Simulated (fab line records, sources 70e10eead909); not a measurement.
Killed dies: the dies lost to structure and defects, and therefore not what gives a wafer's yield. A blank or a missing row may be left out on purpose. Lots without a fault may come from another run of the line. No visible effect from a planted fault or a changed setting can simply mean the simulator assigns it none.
A lot that was struck, set against a sound lot -- flow nand_harc -- 14 out of 1302 route steps
Sound: the wafers L497.1, L497.2, L497.6. The struck wafers were L493.1, L493.4, L493.5. At the end, the cause is stated.
For every step that has rows: the tool of each side, followed by ch and its chambers, followed by its first start. Under that, the readings that differ: sound wafers -- struck wafers -- difference of the means -- sigmas: that difference in standard deviations of wafers without a fault.
alike: words and numbers the same on both sides, and readings whose means are apart by under 2 such deviations; not compared: readings that were withheld, readings missing a value for some wafer, numbers with overlapping values and no deviation given by the record, and bounds like >300 which may hide the same value.
The two part at a step that has a row with sigmas, a row that says differs or no value, or rows on one side only. Numbers that don't overlap but have no deviation are shown without sigmas and don't part them. A reading missing from all wafers of one side parts the sides only when that side holds two or more wafers.

NHARC_A_M0_INSPECT_11:
  sound: defect_inspect-02 at day 31 00:31; struck: defect_inspect-01 at day 28 16:35
  alike: raw_defect_count
NHARC_A_M0_DESCUM_14: chemistry O2, time 3 s.
  sound on rie_diel-08 ch 0,1,3, day 31 00:35; struck on rie_diel-09 ch 1,3, day 28 16:40
  alike: drypump_motor_current_A, oes_product_au, rf_vpp_V, showerhead_plenum_p_Torr, throttle_valve_pct
  not compared: rf_hours_counter_h
then, 2 steps without rows for these wafers: NHARC_A_M0_ETCH_34 (etches the open film in N2/H2, target depth 40 nm, overetch 12 nm, time 43.94 s); NHARC_A_M0_ETCH_15 (etches the open film in C4F8/Ar, target depth 150 nm, overetch 15 nm, time 82.5 s).
NHARC_A_M0_CD_MEAS_16:
  sound: cd_sem-01 at day 31 00:52; struck: cd_sem-03 at day 28 16:57
  alike: cd_nm
NHARC_A_M0_STRIP_18: strips in N2/H2.
  sound on rie_diel-09 ch 1,3, day 31 00:56; struck on rie_diel-08 ch 1,3, day 28 17:01
  alike: drypump_motor_current_A, oes_product_au, rf_vpp_V, showerhead_plenum_p_Torr, throttle_valve_pct
  not compared: rf_hours_counter_h
then, 1 step without rows for these wafers: NHARC_A_M0_STRIP_19 (strips in post etch residue remover, time 600 s).
NHARC_A_M0_DEGAS_28: time 60 s.
  sound: pvd_sputter-01 at day 31 01:29; struck: pvd_sputter-01 at day 28 17:34
  alike: heater_power_w
NHARC_A_M0_PRE_CLEAN_29: time 30 s.
  sound on pvd_sputter-01; struck on pvd_sputter-01
  alike: heater_power_w
then, 1 step without rows for these wafers: NHARC_A_M0_PVD_20 (deposits TaN, target thk 5 nm, time 8.06 s).
NHARC_A_M0_PVD_21: deposits Cu, target thk 30 nm, time 20.49 s.
  sound on pvd_sputter-01; struck on pvd_sputter-01
  alike: substrate_temp_c, throttle_valve_pct
then, 1 step without rows for these wafers: NHARC_A_M0_ECD_22 (material Cu, target thk 400 nm).
NHARC_A_M0_ANNEAL_30: time 90 s.
  struck on rtp_anneal-02, day 28 18:18; sound on rtp_anneal-01 ch 0, day 31 02:13
  no value came back on the struck wafers for anneal_temp_c (C), anneal_temp_c_max, wafer_temp_C_max; on the sound wafers anneal_temp_c (C) reads 225.21 225.09 225.08
then, 1 step without rows for these wafers: NHARC_A_M0_CMP_23 (polishes, t overpolish 20 s, target thk 113.75 nm).

== WHERE THEY PART ==
Only at NHARC_A_M0_ANNEAL_30, within this record.

WHY: what the simulator had put in
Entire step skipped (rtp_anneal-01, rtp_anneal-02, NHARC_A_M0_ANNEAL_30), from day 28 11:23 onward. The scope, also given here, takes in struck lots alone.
